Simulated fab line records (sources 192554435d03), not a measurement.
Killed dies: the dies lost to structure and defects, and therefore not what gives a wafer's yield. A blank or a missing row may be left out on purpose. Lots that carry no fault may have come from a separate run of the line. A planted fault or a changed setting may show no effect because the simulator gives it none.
The same fault as seen by 2 desks ; flow n5 finfet ; only its own numbers are on each desk; what lay behind them is given at the end

DESK OF THE TOOL OWNER: litho track-03
The tool's own readings at N5_SD_EPI_P_COAT_34 (time 60 s, resist thk 350 nm): means of the sampled wafers that have a number, for each lot that ran on this tool. Marked OUT: a lot whose mean sits more than 4 standard deviations from the usual mean, which makes it out of limits; the brackets give that distance.
Columns: A = heater power total W at N5_SD_EPI_P_COAT_34, usual 500.6 W; B = spin speed rpm at N5_SD_EPI_P_COAT_34, usual 1500.1 rpm
lot;first seen here;A;B
L791;day 4 05:09;499.5;1500.2
L792;day 4 12:08;499.6;1500.6
L793;day 4 18:53;500.4;1340.6 (-99 or more) OUT
L794;day 5 00:19;498.9;1340.8 (-99 or more) OUT
L796;day 5 10:56;499.7;1340.5 (-99 or more) OUT
L797;day 5 19:13;499.3;1340.2 (-99 or more) OUT
This desk's verdict: out of limits on L793, L794, L796, L797, starting with L793 at day 4 18:53 (spin speed rpm at N5_SD_EPI_P_COAT_34). Within limits: L791, L792.

THE METROLOGY DESK
Lot by lot, what the gauges showed, no matter which tool ran the lot: averages of those sampled wafers that carry a number. Marked OUT: a lot whose mean sits more than 4 standard deviations from the usual mean, which makes it out of limits; the brackets give that distance.
Columns: A = SD_N_BLK_OVL at N5_SD_EPI_N_OVL_MEAS_10, usual -0.6 nm; B = SD_P_BLK_OVL at N5_SD_EPI_P_OVL_MEAS_10, usual 0.1 nm
lot;first seen here;A;B
L790;day 3 18:44;0.3;0.9
L791;day 4 00:27;-0.9;0.0
L792;day 4 07:59;-0.9;0.1
L793;day 4 14:42;-1.3;-0.6
L794;day 4 20:00;-0.8;1.2
L796;day 5 06:54;-2.3;0.2
L797;day 5 15:07;0.2;-0.4
L800;day 6 08:06;-1.5;0.6
L801;day 6 13:27;-0.3;-0.6
L803;day 7 00:26;-0.8;0.2
L805;day 7 11:47;0.6;-0.2
L806;day 7 18:43;-0.6;1.0
Finding of this desk: none of the 12 lots has anything out of limits.

TAKEN TOGETHER
An alarm could have come from the tool owner's desk at day 4 18:53, on L793, L794, L796, L797.
Nothing out of limits was seen by the metrology desk.
The metrology desk holds a record of L793, L794, L796, L797, inside its limits.
Every lot named ran N5_SD_EPI_P_COAT_34 on litho track-03.

WHAT THE SIMULATOR HAD PUT IN
Process parameters drifting: litho track-03 at N5_SD_EPI_P_COAT_34, beginning at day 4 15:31. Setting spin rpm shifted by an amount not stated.
Struck lots among those shown: L793, L794, L796, L797.
Hours from the fault's start to each desk's first reading out of limits: the tool owner's desk, 3.
